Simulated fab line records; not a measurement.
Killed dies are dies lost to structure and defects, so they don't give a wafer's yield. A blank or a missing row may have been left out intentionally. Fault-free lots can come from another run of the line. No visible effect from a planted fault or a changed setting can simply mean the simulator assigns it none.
Lot-split experiment | flow n5-finfet | 21 wafers read across 7 lots, on a route 1938 steps long

## THE SPLIT ITSELF
At N5_GATE_CUT_DESCUM_18 (chemistry O2, time 7 s), the setting time-s was moved away from the recipe's 7 s on 10 of the 21 wafers read, by -20.9% to +14.1%. All remaining wafers had this setting at the recipe value.

## BETWEEN THE SPLIT AND THE READING: the file shows 1 step in between
- N5_GATE_CUT_ETCH_28: etches underlayer in N2/H2, target depth 13 nm, time 10.4 s

## THE READING
CAR-EUV_of_GATE_CUT_COAT_07.thk-nm (the simulator's own value, which no gauge read), in nm, at N5_GATE_CUT_ETCH_36 (etches SiARC in CF4, target depth 13 nm, time 21.7 s). No usual value for it is given in the file. Here, 11 wafers ran the recipe; their average is 6.9 nm with a standard deviation of 0.089 nm.

wafer  | tool, chamber at the split | time-s as run, s | against the recipe | CAR-EUV_of_GATE_CUT_COAT_07.thk-nm, nm | against lot-mates on the recipe
L079.1 | rie-diel-06, 3             | 7                | recipe             | 7                                      | -
L079.3 | rie-diel-06, 1             | 7                | recipe             | 7                                      | -
L079.5 | rie-diel-06, 0             | 7                | recipe             | 6.8                                    | -
L082.2 | rie-diel-04, 0             | 7                | recipe             | 6.8                                    | -
L082.4 | rie-diel-04, 2             | 5.645            | -19.4%             | 7.6                                    | +0.7
L082.5 | rie-diel-04, 0             | 7                | recipe             | 7                                      | -
L087.1 | rie-diel-06, 0             | 7                | recipe             | 6.8                                    | -
L087.3 | rie-diel-06, 3             | 7.587            | +8.4%              | 6.6                                    | -0.3
L087.4 | rie-diel-06, 2             | 7                | recipe             | 7                                      | -
L091.3 | rie-diel-01, 2             | 7.985            | +14.1%             | 6.6                                    | -0.4
L091.4 | rie-diel-01, 0             | 7                | recipe             | 7                                      | -
L091.5 | rie-diel-01, 1             | 7.985            | +14.1%             | 6.4                                    | -0.6
L093.1 | rie-diel-06, 0,2           | 5.874            | -16.1%             | 7.4                                    | +0.4
L093.2 | rie-diel-06, 3             | 7                | recipe             | 7                                      | -
L093.4 | rie-diel-06, 0,2           | 5.874            | -16.1%             | 7.6                                    | +0.6
L094.1 | rie-diel-06, 0             | 6.46             | -7.7%              | 7.2                                    | +0.2
L094.2 | rie-diel-06, 2             | 6.46             | -7.7%              | 7.4                                    | +0.4
L094.6 | rie-diel-06, 1             | 7                | recipe             | 7                                      | -
L096.2 | rie-diel-04, 1             | 7                | recipe             | 7                                      | -
L096.4 | rie-diel-04, 0             | 5.535            | -20.9%             | 7.6                                    | +0.6
L096.5 | rie-diel-04, 1             | 5.535            | -20.9%             | 7.6                                    | +0.6
If several chambers appear in one row, that row covers several wafers at once and the file leaves open which wafer was in which chamber.

THE FIT
A straight line over all 21 wafers: CAR-EUV_of_GATE_CUT_COAT_07.thk-nm changes by -0.0333 nm for each +1% of time-s; r = -0.96; the points scatter about the line by 0.096 nm.
The same after taking each lot's own level away (the mean of its wafers on the recipe; 21 wafers): -0.0325 nm for each +1%; r = -0.97; scatter 0.09 nm.
On that fit, the largest move of time-s shifts the reading by 0.68 nm.
Measured against the standard deviation above, the lots' own levels, which go from 6.90 to 7.00 nm, span 1.1 times it.
Hence the lot-to-lot level has little effect on the slope; both slopes agree.
Check: for one of the wafers moved furthest among these (-20.9%), held out of the fit, the line's prediction against its lot-mates is +0.69 nm. Against them it came out at +0.6 nm.

## OTHER SPLITS APPLIED TO THESE WAFERS
These wafers also went through other splits before the reading. Each is held against what the fit with the lots' levels taken away leaves over:
other split on the same wafers | wafers away from the commonest value | r with CAR-EUV_of_GATE_CUT_COAT_07.thk-nm (lot level and that fit taken away)
N5_SD_EPI_P_DESCUM_14 time-s   | 7                                    | +0.31
N5_SDB_ALD_29 ald-cycles       | 10                                   | -0.23
N5_GATE_CUT_EXPOSE_10 dose-mj  | 7                                    | -0.10

## THE WHOLE CHAIN: every reading that the file lists as answering this split, in the file's order
step                  | what it does                                                | reading                                                                             | change (the file's fit)                | r (the file's)
N5_GATE_CUT_DESCUM_18 | chemistry O2, time 7 s                                      | CAR-EUV_of_GATE_CUT_COAT_07.thk-nm (the simulator's own value, which no gauge read) | -0.0337 nm for each +1% of the setting | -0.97
N5_GATE_CUT_ETCH_28   | etches underlayer in N2/H2, target depth 13 nm, time 10.4 s | CAR-EUV_of_GATE_CUT_COAT_07.thk-nm (the simulator's own value, which no gauge read) | -0.0351 nm for each +1% of the setting | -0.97
N5_GATE_CUT_ETCH_36   | etches SiARC in CF4, target depth 13 nm, time 21.7 s        | CAR-EUV_of_GATE_CUT_COAT_07.thk-nm (the simulator's own value, which no gauge read) | -0.0329 nm for each +1% of the setting | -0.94

## THE FILE'S OWN FIT
CAR-EUV_of_GATE_CUT_COAT_07.thk-nm changes by -0.0329 nm for each +1% of time-s, r = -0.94.
